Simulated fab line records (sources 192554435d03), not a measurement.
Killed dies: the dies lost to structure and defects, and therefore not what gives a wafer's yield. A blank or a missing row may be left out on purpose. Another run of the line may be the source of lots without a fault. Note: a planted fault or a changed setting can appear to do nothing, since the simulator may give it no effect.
Chamber matching | flow n5_finfet | N5_BEOL_M6_ETCH_72 on rie_diel-05: 4 sister chambers
The step etches underlayer in N2/H2, target depth 6.5 nm, time 5.2 s. 24 wafers are shown with their chamber, then 12 later ones without.

== WAFERS WITH THEIR CHAMBER ==
wafer  | chamber | drypump_motor_current_A (A) | showerhead_plenum_p_Torr (Torr) | throttle_valve_pct (%)
L074.2 | 2       | 5.6                         | 2.53                            | 17.76
L074.5 | 1       | 6.0                         | 2.48                            | 18.04
L074.6 | 2       | 5.6                         | 2.53                            | 17.74
L077.1 | 3       | 6.7                         | 2.40                            | 18.09
L077.3 | 0       | 5.3                         | 2.63                            | 18.05
L077.6 | 2       | 5.6                         | 2.53                            | 17.79
L076.3 | 2       | 5.6                         | 2.53                            | 17.75
L076.5 | 3       | 6.7                         | 2.41                            | 18.08
L076.6 | 0       | 5.3                         | 2.63                            | 18.05
L075.1 | 3       | 6.7                         | 2.41                            | 18.12
L075.2 | 1       | 6.0                         | 2.48                            | 18.05
L075.6 | 3       | 6.7                         | 2.41                            | 18.09
L080.3 | 0       | 5.3                         | 2.62                            | 18.06
L080.4 | 2       | 5.6                         | 2.53                            | 17.75
L080.5 | 3       | 6.7                         | 2.40                            | 18.10
L081.1 | 1       | 6.0                         | 2.48                            | 18.06
L081.2 | 3       | 6.7                         | 2.40                            | 18.10
L081.5 | 3       | 6.7                         | 2.40                            | 18.11
L083.1 | 1       | 5.9                         | 2.48                            | 18.09
L083.2 | 0       | 5.3                         | 2.62                            | 18.09
L083.3 | 3       | 6.7                         | 2.40                            | 18.15
L083.4 | 0       | 5.3                         | 2.62                            | 18.06
L083.5 | 3       | 6.7                         | 2.40                            | 18.10
L083.6 | 1       | 6.0                         | 2.48                            | 18.08

SIGNATURES (averages over the wafers above)
reading                  | chamber 0 | chamber 1 | chamber 2 | chamber 3 | scatter within a chamber
drypump_motor_current_A  | 5.300     | 5.980     | 5.600     | 6.700     | 0.02
showerhead_plenum_p_Torr | 2.6240    | 2.4800    | 2.5300    | 2.4033    | 0.004
throttle_valve_pct       | 18.0620   | 18.0640   | 17.7580   | 18.1044   | 0.0196
Rule: for each reading, subtract the chamber's mean from the wafer's reading, divide by that reading's scatter and square the result; add these up over the readings and take the root, which gives the wafer's distance from the chamber. The wafer belongs to the nearest chamber; if the next one is less than 2 further off, it can't be placed. The scatter: the root of (the sum of the squares of (reading less its chamber's mean) over the shown wafers, divided by (wafers less chambers)).

== WAFERS WITHOUT THEIR CHAMBER ==
wafer  | drypump_motor_current_A (A) | showerhead_plenum_p_Torr (Torr) | throttle_valve_pct (%)
L082.2 | 6.7                         | 2.40                            | 18.12
L082.5 | 6.7                         | 2.40                            | 18.12
L082.6 | 5.3                         | 2.62                            | 18.08
L092.2 | 5.3                         | 2.61                            | 17.62
L092.4 | 6.7                         | 2.39                            | 18.15
L092.5 | 6.7                         | 2.39                            | 18.16
L094.3 | 5.3                         | 2.61                            | 17.65
L094.4 | 5.2                         | 2.61                            | 17.61
L094.6 | 6.0                         | 2.47                            | 18.13
L096.2 | 6.0                         | 2.46                            | 18.14
L096.3 | 5.2                         | 2.61                            | 17.65
L096.5 | 5.6                         | 2.52                            | 17.81

== EACH ONE'S CHAMBER ==
wafer  | from the rows above | in truth
L082.2 | 3                   | 3
L082.5 | 3                   | 3
L082.6 | 0                   | 0
L092.2 | 0                   | 0
L092.4 | 3                   | 3
L092.5 | 3                   | 3
L094.3 | 0                   | 0
L094.4 | 0                   | 0
L094.6 | 1                   | 1
L096.2 | 1                   | 1
L096.3 | 0                   | 0
L096.5 | 2                   | 2
12 of 12 placed correctly. Can't be placed from these rows: 0. Placed wrongly: 0.
